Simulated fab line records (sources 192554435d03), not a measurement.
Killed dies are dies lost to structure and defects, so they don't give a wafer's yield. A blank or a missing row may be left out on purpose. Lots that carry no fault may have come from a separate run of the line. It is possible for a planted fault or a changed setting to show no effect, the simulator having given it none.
Which tool was responsible? | flow n5_finfet | at 1 step of a route of 1938, 12 lots with 36 wafers sampled

== WHAT THE GAUGES SHOWED, per wafer ==
N5_BEOL_M7_THK_MEAS_01.
lot  | measured     | on            | M7_ILD_THK (nm)
L074 | day 8 22:29  | film_metro-01 | 154.7 153.5 158.3
L077 | day 9 12:01  | film_metro-02 | 158.8 158.7 157.1
L079 | day 10 06:59 | film_metro-02 | 155.1 157.0 155.6
L081 | day 11 00:14 | film_metro-01 | 156.8 156.5 155.5
L083 | day 11 11:11 | film_metro-02 | 156.2 155.4 159.4
L085 | day 11 17:13 | film_metro-02 | 152.2 151.0 154.1
L087 | day 12 02:04 | film_metro-02 | 155.7 155.3 157.4
L088 | day 12 13:23 | film_metro-01 | 156.7 155.6 158.9
L092 | day 13 02:59 | film_metro-01 | 154.7 155.9 156.9
L094 | day 14 06:32 | film_metro-01 | 153.4 152.8 155.6
L095 | day 14 07:30 | film_metro-01 | 155.3 155.5 156.7
L097 | day 14 08:23 | film_metro-02 | 151.4 152.0 154.0

== WHAT TOOL EACH LOT RAN ON (gives the tool, then ch and the chambers of the sampled wafers, and finally the start) ==
Before these readings, the record contains no process step.

== THE ANSWER, worked out from the rows above alone ==
Rule: usual is defined by the lots themselves. Put in order of their means at a reading, lots are off if they are a third of the lots or fewer, leave a main group of 4 or more, and stand apart from it by a gap of 3 or more times the standard deviation of the main group's means; of several such gaps the widest counts. Not used: any main group whose means are identical at the precision the tables above print for the reading. Also off: a lot with no number at a reading for which 4 or more lots have one. Any other lot the step has rows for is counted as sound.
Nothing can be told from this: no lot is off at any reading shown.

== WHAT HAD BEEN PUT IN BY THE SIMULATOR ==
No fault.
